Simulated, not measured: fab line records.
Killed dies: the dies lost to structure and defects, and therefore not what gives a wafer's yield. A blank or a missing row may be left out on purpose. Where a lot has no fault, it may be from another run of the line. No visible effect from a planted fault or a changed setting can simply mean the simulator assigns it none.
Matching of chambers -- flow n5 finfet -- 3 sister chambers for N5_BEOL_M15_ILD_DEP_00 on pecvd-03
The step deposits SiO2 from TEOS/O2, target thk 1629.3 nm, time 346.1 s. 6 wafers are shown with their chamber, then 12 later ones without.

WAFERS PAIRED WITH THEIR CHAMBERS
wafer,chamber,throttle valve pct (%),heater power w (W)
L090.6,1,16.8,335
L091.1,2,18.0,428
L091.6,2,17.8,485
L095.1,1,16.9,347
L095.3,0,18.0,552
L095.6,0,18.1,622

WAFERS WHOSE CHAMBER IS MISSING
wafer,throttle valve pct (%),heater power w (W)
L096.2,16.9,460
L096.3,18.3,607
L096.5,18.3,499
L094.1,17.6,482
L094.4,17.5,369
L094.5,16.9,431
L097.1,17.7,437
L097.2,18.2,589
L097.3,16.9,366
L097.4,17.1,438
L097.5,17.6,359
L097.6,18.3,490

WHICH CHAMBER EACH ONE RAN IN
wafer,from the rows above,in truth
L096.2,1,1
L096.3,0,0
L096.5,can't be placed: 0 or 2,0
L094.1,2,2
L094.4,can't be placed: 2 or 1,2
L094.5,1,1
L097.1,2,2
L097.2,0,0
L097.3,1,1
L097.4,1,1
L097.5,2,2
L097.6,can't be placed: 0 or 2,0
Placed correctly: 9 of 12. Cannot be placed on the basis of these rows: 3; the candidates contain the true chamber in 3. Wrongly placed: 0.
How it was worked out, from the rows above alone: a wafer's distance from a chamber is the root of the sum, over the readings, of the square of ((its reading less the chamber's mean) divided by the reading's scatter). If the next closest chamber is less than 2 further off than the closest, the wafer can't be placed; otherwise it belongs to the closest. Each chamber's mean is taken over the wafers shown for it. The scatter: take each reading less its chamber's mean, square it, sum over the shown wafers, divide by the number of wafers less the number of chambers, and take the root.
